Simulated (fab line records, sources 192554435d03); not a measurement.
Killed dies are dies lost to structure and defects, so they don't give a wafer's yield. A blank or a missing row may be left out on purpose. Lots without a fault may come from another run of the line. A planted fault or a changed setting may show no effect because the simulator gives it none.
One fault seen from 3 desks | flow n5_finfet | each desk has only its own numbers; what lay behind them comes last

THE METROLOGY DESK
What the gauges read, lot by lot, whatever tool the lot ran on: means of the sampled wafers that have a number. A lot is out of limits, marked OUT, if its mean lies more than 4 standard deviations from the usual mean; the brackets give that distance.
Columns: A = cd_nm at N5_BEOL_M13_CD_MEAS_10, usual 190.0 nm; B = V12_OVL at N5_BEOL_M13_OVL_MEAS_11, usual -4 nm; C = cd_nm at N5_BEOL_M13_CD_MEAS_17, usual 190.5 nm
lot  | first seen here | A     | B  | C
L131 | day 12 21:19    | 191.9 | 0  | 192.7
L134 | day 13 09:47    | 188.5 | -1 | 189.0
L142 | day 15 16:06    | 188.6 | -3 | 189.0
L144 | day 16 11:28    | 192.4 | 1  | 193.6
L150 | day 17 13:55    | 191.2 | -6 | 190.7
L152 | day 17 15:01    | 188.9 | -3 | 189.4
L153 | day 18 07:46    | 191.0 | -8 | 191.4
This desk's finding: nothing out of limits on any of the 7 lots.

THE TOOL OWNER'S DESK: litho_track-01
The tool's own readings at N5_BEOL_M13_COAT_65 (time 60 s, resist thk 350 nm): means of the sampled wafers that have a number, for each lot that ran on this tool. A lot is out of limits, marked OUT, if its mean lies more than 4 standard deviations from the usual mean; the brackets give that distance.
Columns: A = spin_speed_rpm at N5_BEOL_M13_COAT_65, usual 1499.9 rpm
lot  | first seen here | A
L131 | day 12 21:58    | 1500.0
L134 | day 13 10:32    | 1499.5
L142 | day 15 17:08    | 1380.3 (-99 or more) OUT
L144 | day 16 12:50    | 1381.2 (-99 or more) OUT
L150 | day 17 14:35    | 1380.1 (-99 or more) OUT
This desk's finding: out of limits on L142, L144, L150; first on L142, day 15 17:08 (spin_speed_rpm at N5_BEOL_M13_COAT_65). In limits: L131, L134.

THE DEFECT DESK
What the inspections along the route counted, lot by lot: means of the sampled wafers that have a number. A lot is out of limits, marked OUT, if its mean lies more than 4 standard deviations from the usual mean; the brackets give that distance.
Columns: A = raw_defect_count at N5_BEOL_M13_INSPECT_12, usual 2.1
lot  | first seen here | A
L131 | day 12 21:22    | 1.7
L134 | day 13 09:50    | 1.0
L142 | day 15 16:09    | 2.0
L144 | day 16 11:31    | 2.0
L150 | day 17 13:59    | 1.3
L152 | day 17 15:05    | 2.3
L153 | day 18 07:49    | 2.7
This desk's finding: nothing out of limits on any of the 7 lots.

PUT TOGETHER
The tool owner's desk could have raised an alarm at day 15 17:08, on L142, L144, L150.
The metrology desk saw nothing out of limits.
The defect desk saw nothing out of limits.
The metrology desk has L142, L144, L150 on record, within its limits.
The defect desk has L142, L144, L150 on record, within its limits.
Of the lots named, all ran N5_BEOL_M13_COAT_65 on litho_track-01.

WHAT THE SIMULATOR HAD PUT IN
Process parameter drift: litho_track-01, from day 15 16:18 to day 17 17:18, at N5_BEOL_M13_COAT_65. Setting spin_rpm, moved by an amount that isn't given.
Lots struck among those shown: L142, L144, L150.
Hours from the fault's start to each desk's first reading out of limits: the tool owner's desk, 1.
